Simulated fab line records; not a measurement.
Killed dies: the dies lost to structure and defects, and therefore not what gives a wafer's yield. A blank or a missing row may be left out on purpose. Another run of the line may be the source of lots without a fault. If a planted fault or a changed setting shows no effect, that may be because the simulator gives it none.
Which tool is to blame? || flow n5Finfet || 32 wafers from 11 lots sampled at 5 of the route's 1938 steps

== WHAT EACH GAUGE READ, for each wafer ==
N5_STI_FIN_REVEAL_FIN_H_MEAS_10.
{"lot": "L814", "measured": "day 2 13:16", "on": "ocd-01", "trenchDepthNm (nm)": "52.9 51.3 51.2"}
{"lot": "L815", "measured": "day 2 19:11", "on": "ocd-01", "trenchDepthNm (nm)": "51.1 52.9 50.1"}
{"lot": "L817", "measured": "day 3 06:41", "on": "ocd-01", "trenchDepthNm (nm)": "52.4 52.7 52.8"}
{"lot": "L818", "measured": "day 3 12:40", "on": "ocd-01", "trenchDepthNm (nm)": "52.1 51.4 51.3"}
{"lot": "L820", "measured": "day 4 00:29", "on": "ocd-02", "trenchDepthNm (nm)": "51.1 50.0 51.8"}
{"lot": "L821", "measured": "day 4 07:23", "on": "ocd-02", "trenchDepthNm (nm)": "52.5 50.7 52.0"}
{"lot": "L826", "measured": "day 5 17:15", "on": "ocd-02", "trenchDepthNm (nm)": "50.4 52.6 51.3"}
{"lot": "L827", "measured": "day 5 20:40", "on": "ocd-02", "trenchDepthNm (nm)": "50.3 51.2 50.4"}
{"lot": "L828", "measured": "day 6 00:47", "on": "ocd-02", "trenchDepthNm (nm)": "52.7 52.9 52.6"}
{"lot": "L829", "measured": "day 6 08:25", "on": "ocd-01", "trenchDepthNm (nm)": "65.7 50.3 51.7"}
{"lot": "L830", "measured": "day 6 13:55", "on": "ocd-02", "trenchDepthNm (nm)": "66.8 51.8"}

== EACH LOT AND THE TOOL THAT RAN IT (in order: tool; ch and the chambers of the sampled wafers; start) ==
{"lot": "L814", "N5_FIN_CUT_ETCH_20": "rieDiel-06 ch 1,2,3, day 2 03:47", "N5_FIN_CUT_ETCH_21": "rieDiel-06 ch 1,2,3, day 2 03:49", "N5_FIN_CUT_PRECLEAN_35": "vaporEtch-01 ch 0,1, day 2 04:18", "N5_STI_FIN_REVEAL_RECESS_09": "vaporEtch-01 ch 0,1, day 2 11:05"}
{"lot": "L815", "N5_FIN_CUT_ETCH_20": "rieDiel-06 ch 0,2,3, day 2 08:57", "N5_FIN_CUT_ETCH_21": "rieDiel-06 ch 0,2,3, day 2 08:59", "N5_FIN_CUT_PRECLEAN_35": "vaporEtch-02 ch 0,1, day 2 09:26", "N5_STI_FIN_REVEAL_RECESS_09": "vaporEtch-01 ch 0,1, day 2 16:29"}
{"lot": "L817", "N5_FIN_CUT_ETCH_20": "rieDiel-03 ch 0,1, day 2 21:05", "N5_FIN_CUT_ETCH_21": "rieDiel-03 ch 0,1, day 2 21:08", "N5_FIN_CUT_PRECLEAN_35": "vaporEtch-01 ch 0,1, day 2 21:35", "N5_STI_FIN_REVEAL_RECESS_09": "vaporEtch-01 ch 0,1, day 3 03:59"}
{"lot": "L818", "N5_FIN_CUT_ETCH_20": "rieDiel-03 ch 1,2, day 3 02:46", "N5_FIN_CUT_ETCH_21": "rieDiel-03 ch 1,2, day 3 02:49", "N5_FIN_CUT_PRECLEAN_35": "vaporEtch-02 ch 0,1, day 3 03:16", "N5_STI_FIN_REVEAL_RECESS_09": "vaporEtch-01 ch 0,1, day 3 09:59"}
{"lot": "L820", "N5_FIN_CUT_ETCH_20": "rieDiel-02 ch 0,3, day 3 14:21", "N5_FIN_CUT_ETCH_21": "rieDiel-02 ch 0,3, day 3 14:23", "N5_FIN_CUT_PRECLEAN_35": "vaporEtch-02 ch 0,1, day 3 14:50", "N5_STI_FIN_REVEAL_RECESS_09": "vaporEtch-02 ch 0,1, day 3 21:47"}
{"lot": "L821", "N5_FIN_CUT_ETCH_20": "rieDiel-06 ch 0,1, day 3 21:05", "N5_FIN_CUT_ETCH_21": "rieDiel-06 ch 0,1, day 3 21:07", "N5_FIN_CUT_PRECLEAN_35": "vaporEtch-01 ch 1, day 3 21:35", "N5_STI_FIN_REVEAL_RECESS_09": "vaporEtch-01 ch 0,1, day 4 04:38"}
{"lot": "L826", "N5_FIN_CUT_ETCH_20": "rieDiel-06 ch 0,2,3, day 5 05:35", "N5_FIN_CUT_ETCH_21": "rieDiel-06 ch 0,2,3, day 5 05:38", "N5_FIN_CUT_PRECLEAN_35": "vaporEtch-02 ch 0,1, day 5 06:08", "N5_STI_FIN_REVEAL_RECESS_09": "vaporEtch-02 ch 0,1, day 5 14:33"}
{"lot": "L827", "N5_FIN_CUT_ETCH_20": "rieDiel-03 ch 0,2, day 5 11:10", "N5_FIN_CUT_ETCH_21": "rieDiel-03 ch 0,2, day 5 11:13", "N5_FIN_CUT_PRECLEAN_35": "vaporEtch-02 ch 0,1, day 5 11:40", "N5_STI_FIN_REVEAL_RECESS_09": "vaporEtch-01 ch 0,1, day 5 17:56"}
{"lot": "L828", "N5_FIN_CUT_ETCH_20": "rieDiel-03 ch 1,2,3, day 5 15:07", "N5_FIN_CUT_ETCH_21": "rieDiel-03 ch 1,2,3, day 5 15:10", "N5_FIN_CUT_PRECLEAN_35": "vaporEtch-01 ch 0,1, day 5 15:37", "N5_STI_FIN_REVEAL_RECESS_09": "vaporEtch-01 ch 0,1, day 5 22:05"}
{"lot": "L829", "N5_FIN_CUT_ETCH_20": "rieDiel-03 ch 0,1,2, day 5 22:32", "N5_FIN_CUT_ETCH_21": "rieDiel-03 ch 0,1,2, day 5 22:35", "N5_FIN_CUT_PRECLEAN_35": "vaporEtch-02 ch 0,1, day 5 23:02", "N5_STI_FIN_REVEAL_RECESS_09": "vaporEtch-01 ch 0,1, day 6 05:43"}
{"lot": "L830", "N5_FIN_CUT_ETCH_20": "rieDiel-03 ch 0, day 6 03:39", "N5_FIN_CUT_ETCH_21": "rieDiel-03 ch 0, day 6 03:41", "N5_FIN_CUT_PRECLEAN_35": "vaporEtch-01 ch 0,1, day 6 04:09", "N5_STI_FIN_REVEAL_RECESS_09": "vaporEtch-01 ch 0, day 6 11:13"}
- N5_FIN_CUT_ETCH_20: etches SiARC in CF4, target depth 26 nm, time 43.3 s.
- N5_FIN_CUT_ETCH_21: etches SOC in N2/H2, target depth 219 nm, overetch 43.8 nm, time 523.5 s.
- N5_FIN_CUT_PRECLEAN_35: cleans in vHF, time 13.3 s.
- N5_STI_FIN_REVEAL_RECESS_09: chemistry HF/NH3, target SiO2, afs cycles 11, target depth 42.5 nm, sublimation time 60 s.

== WHAT THE TOOLS THEMSELVES READ (means of the sampled wafers that have a number; where no wafer has one, the mark that the record gives instead) ==
N5_FIN_CUT_ETCH_20.
{"lot": "L814", "tool": "rieDiel-06", "biasW (W)": 36.08, "drypumpMotorCurrentA (A)": 6.10, "etchRfOnTimeS (s)": 44.0, "oesProductAu (a.u.)": 0.68, "rfVppV (V)": 184.2, "showerheadPlenumPTorr (Torr)": 2.16, "throttleValvePct (%)": 15.57}
{"lot": "L815", "tool": "rieDiel-06", "biasW (W)": 36.07, "drypumpMotorCurrentA (A)": 5.87, "etchRfOnTimeS (s)": 42.8, "oesProductAu (a.u.)": 0.64, "rfVppV (V)": 183.9, "showerheadPlenumPTorr (Torr)": 2.16, "throttleValvePct (%)": 15.66}
{"lot": "L817", "tool": "rieDiel-03", "biasW (W)": 36.10, "drypumpMotorCurrentA (A)": 5.55, "etchRfOnTimeS (s)": 44.2, "oesProductAu (a.u.)": 0.63, "rfVppV (V)": 184.3, "showerheadPlenumPTorr (Torr)": 2.11, "throttleValvePct (%)": 15.80}
{"lot": "L818", "tool": "rieDiel-03", "biasW (W)": 35.82, "drypumpMotorCurrentA (A)": 5.67, "etchRfOnTimeS (s)": 44.2, "oesProductAu (a.u.)": 0.65, "rfVppV (V)": 183.8, "showerheadPlenumPTorr (Torr)": 2.15, "throttleValvePct (%)": 15.77}
{"lot": "L820", "tool": "rieDiel-02", "biasW (W)": 36.00, "drypumpMotorCurrentA (A)": 5.72, "etchRfOnTimeS (s)": 43.6, "oesProductAu (a.u.)": 0.58, "rfVppV (V)": 183.0, "showerheadPlenumPTorr (Torr)": 2.13, "throttleValvePct (%)": 15.78}
{"lot": "L821", "tool": "rieDiel-06", "biasW (W)": 36.14, "drypumpMotorCurrentA (A)": 6.02, "etchRfOnTimeS (s)": 42.9, "oesProductAu (a.u.)": 0.69, "rfVppV (V)": 185.0, "showerheadPlenumPTorr (Torr)": 2.22, "throttleValvePct (%)": 15.49}
{"lot": "L826", "tool": "rieDiel-06", "biasW (W)": 35.98, "drypumpMotorCurrentA (A)": 5.86, "etchRfOnTimeS (s)": 42.8, "oesProductAu (a.u.)": 0.63, "rfVppV (V)": 185.0, "showerheadPlenumPTorr (Torr)": 2.16, "throttleValvePct (%)": 15.71}
{"lot": "L827", "tool": "rieDiel-03", "biasW (W)": 35.98, "drypumpMotorCurrentA (A)": 5.93, "etchRfOnTimeS (s)": 41.3, "oesProductAu (a.u.)": 0.71, "rfVppV (V)": 183.3, "showerheadPlenumPTorr (Torr)": 2.14, "throttleValvePct (%)": 15.63}
{"lot": "L828", "tool": "rieDiel-03", "biasW (W)": 36.01, "drypumpMotorCurrentA (A)": 5.78, "etchRfOnTimeS (s)": 43.4, "oesProductAu (a.u.)": 0.65, "rfVppV (V)": 184.2, "showerheadPlenumPTorr (Torr)": 2.17, "throttleValvePct (%)": 15.67}
{"lot": "L829", "tool": "rieDiel-03", "biasW (W)": 35.95, "drypumpMotorCurrentA (A)": 5.76, "etchRfOnTimeS (s)": 42.1, "oesProductAu (a.u.)": 0.67, "rfVppV (V)": 184.0, "showerheadPlenumPTorr (Torr)": 2.12, "throttleValvePct (%)": 15.74}
{"lot": "L830", "tool": "rieDiel-03", "biasW (W)": 35.95, "drypumpMotorCurrentA (A)": 5.74, "etchRfOnTimeS (s)": 41.3, "oesProductAu (a.u.)": 0.67, "rfVppV (V)": 183.1, "showerheadPlenumPTorr (Torr)": 2.07, "throttleValvePct (%)": 15.69}

N5_FIN_CUT_ETCH_21.
{"lot": "L814", "tool": "rieDiel-06", "biasW (W)": 60.93, "drypumpMotorCurrentA (A)": 6.11, "oesProductAu (a.u.)": 0.74, "rfVppV (V)": 241.3, "showerheadPlenumPTorr (Torr)": 2.54, "throttleValvePct (%)": 17.57}
{"lot": "L815", "tool": "rieDiel-06", "biasW (W)": 61.07, "drypumpMotorCurrentA (A)": 5.87, "oesProductAu (a.u.)": 0.69, "rfVppV (V)": 242.0, "showerheadPlenumPTorr (Torr)": 2.57, "throttleValvePct (%)": 17.80}
{"lot": "L817", "tool": "rieDiel-03", "biasW (W)": 60.95, "drypumpMotorCurrentA (A)": 5.56, "oesProductAu (a.u.)": 0.69, "rfVppV (V)": 240.7, "showerheadPlenumPTorr (Torr)": 2.50, "throttleValvePct (%)": 17.92}
{"lot": "L818", "tool": "rieDiel-03", "biasW (W)": 61.00, "drypumpMotorCurrentA (A)": 5.66, "oesProductAu (a.u.)": 0.71, "rfVppV (V)": 240.9, "showerheadPlenumPTorr (Torr)": 2.55, "throttleValvePct (%)": 17.97}
{"lot": "L820", "tool": "rieDiel-02", "biasW (W)": 61.17, "drypumpMotorCurrentA (A)": 5.72, "oesProductAu (a.u.)": 0.64, "rfVppV (V)": 240.4, "showerheadPlenumPTorr (Torr)": 2.50, "throttleValvePct (%)": 17.84}
{"lot": "L821", "tool": "rieDiel-06", "biasW (W)": 60.81, "drypumpMotorCurrentA (A)": 6.02, "oesProductAu (a.u.)": 0.74, "rfVppV (V)": 242.4, "showerheadPlenumPTorr (Torr)": 2.65, "throttleValvePct (%)": 17.75}
{"lot": "L826", "tool": "rieDiel-06", "biasW (W)": 61.09, "drypumpMotorCurrentA (A)": 5.87, "oesProductAu (a.u.)": 0.67, "rfVppV (V)": 241.1, "showerheadPlenumPTorr (Torr)": 2.57, "throttleValvePct (%)": 17.85}
{"lot": "L827", "tool": "rieDiel-03", "biasW (W)": 61.03, "drypumpMotorCurrentA (A)": 5.96, "oesProductAu (a.u.)": 0.74, "rfVppV (V)": 240.6, "showerheadPlenumPTorr (Torr)": 2.54, "throttleValvePct (%)": 17.80}
{"lot": "L828", "tool": "rieDiel-03", "biasW (W)": 60.96, "drypumpMotorCurrentA (A)": 5.78, "oesProductAu (a.u.)": 0.70, "rfVppV (V)": 240.9, "showerheadPlenumPTorr (Torr)": 2.58, "throttleValvePct (%)": 17.87}
{"lot": "L829", "tool": "rieDiel-03", "biasW (W)": 60.89, "drypumpMotorCurrentA (A)": 5.76, "oesProductAu (a.u.)": 0.71, "rfVppV (V)": 241.1, "showerheadPlenumPTorr (Torr)": 2.51, "throttleValvePct (%)": 17.89}
{"lot": "L830", "tool": "rieDiel-03", "biasW (W)": 61.16, "drypumpMotorCurrentA (A)": 5.74, "oesProductAu (a.u.)": 0.71, "rfVppV (V)": 239.8, "showerheadPlenumPTorr (Torr)": 2.43, "throttleValvePct (%)": 17.73}

N5_FIN_CUT_PRECLEAN_35.
{"lot": "L814", "tool": "vaporEtch-01", "drypumpMotorCurrentA (A)": 5.3}
{"lot": "L815", "tool": "vaporEtch-02", "drypumpMotorCurrentA (A)": 5.6}
{"lot": "L817", "tool": "vaporEtch-01", "drypumpMotorCurrentA (A)": 5.3}
{"lot": "L818", "tool": "vaporEtch-02", "drypumpMotorCurrentA (A)": 5.6}
{"lot": "L820", "tool": "vaporEtch-02", "drypumpMotorCurrentA (A)": 5.7}
{"lot": "L821", "tool": "vaporEtch-01", "drypumpMotorCurrentA (A)": 5.0}
{"lot": "L826", "tool": "vaporEtch-02", "drypumpMotorCurrentA (A)": 5.7}
{"lot": "L827", "tool": "vaporEtch-02", "drypumpMotorCurrentA (A)": 5.7}
{"lot": "L828", "tool": "vaporEtch-01", "drypumpMotorCurrentA (A)": 5.5}
{"lot": "L829", "tool": "vaporEtch-02", "drypumpMotorCurrentA (A)": 5.7}
{"lot": "L830", "tool": "vaporEtch-01", "drypumpMotorCurrentA (A)": 5.4}

N5_STI_FIN_REVEAL_RECESS_09.
{"lot": "L814", "tool": "vaporEtch-01", "drypumpMotorCurrentA (A)": 5.5}
{"lot": "L815", "tool": "vaporEtch-01", "drypumpMotorCurrentA (A)": 5.5}
{"lot": "L817", "tool": "vaporEtch-01", "drypumpMotorCurrentA (A)": 5.5}
{"lot": "L818", "tool": "vaporEtch-01", "drypumpMotorCurrentA (A)": 5.3}
{"lot": "L820", "tool": "vaporEtch-02", "drypumpMotorCurrentA (A)": 5.7}
{"lot": "L821", "tool": "vaporEtch-01", "drypumpMotorCurrentA (A)": 5.3}
{"lot": "L826", "tool": "vaporEtch-02", "drypumpMotorCurrentA (A)": 5.7}
{"lot": "L827", "tool": "vaporEtch-01", "drypumpMotorCurrentA (A)": 5.3}
{"lot": "L828", "tool": "vaporEtch-01", "drypumpMotorCurrentA (A)": 5.3}
{"lot": "L829", "tool": "vaporEtch-01", "drypumpMotorCurrentA (A)": 5.5}
{"lot": "L830", "tool": "vaporEtch-01", "drypumpMotorCurrentA (A)": 5.8}

== THE ANSWER, worked out from the rows above alone ==
Rule: usual is defined by the lots themselves. Put in order of their means at a reading, lots are off if they are a third of the lots or fewer, leave a main group of 4 or more, and stand apart from it by a gap of 3 or more times the standard deviation of the main group's means; of several such gaps the widest counts. The tables above print the reading to a certain number of digits; a main group whose means all agree to those digits is not used. Also off: a lot with no number at a reading for which 4 or more lots have one. All remaining lots with rows at the step are treated as sound. First the gauges in route order, then the tools' own readings, where a lot's mean is used as printed above. The first step at which some lot is off is used, and at that step the reading that is off furthest; a lot without a number counts as furthest.
Off: L829, L830, at N5_STI_FIN_REVEAL_FIN_H_MEAS_10 (trenchDepthNm). The main group has a mean of 51.7 nm with a standard deviation of 0.65.
A tool fits if, at a process step before that reading, it ran every lot that is off, and no sound lot after the first of them. Those tools and the gauges at N5_STI_FIN_REVEAL_FIN_H_MEAS_10 are tried in the same way. Undecided on this evidence; 2 tools fit (rieDiel-03 at N5_FIN_CUT_ETCH_20 and N5_FIN_CUT_ETCH_21, vaporEtch-01 at N5_STI_FIN_REVEAL_RECESS_09).

== WHAT HAD BEEN PUT IN BY THE SIMULATOR ==
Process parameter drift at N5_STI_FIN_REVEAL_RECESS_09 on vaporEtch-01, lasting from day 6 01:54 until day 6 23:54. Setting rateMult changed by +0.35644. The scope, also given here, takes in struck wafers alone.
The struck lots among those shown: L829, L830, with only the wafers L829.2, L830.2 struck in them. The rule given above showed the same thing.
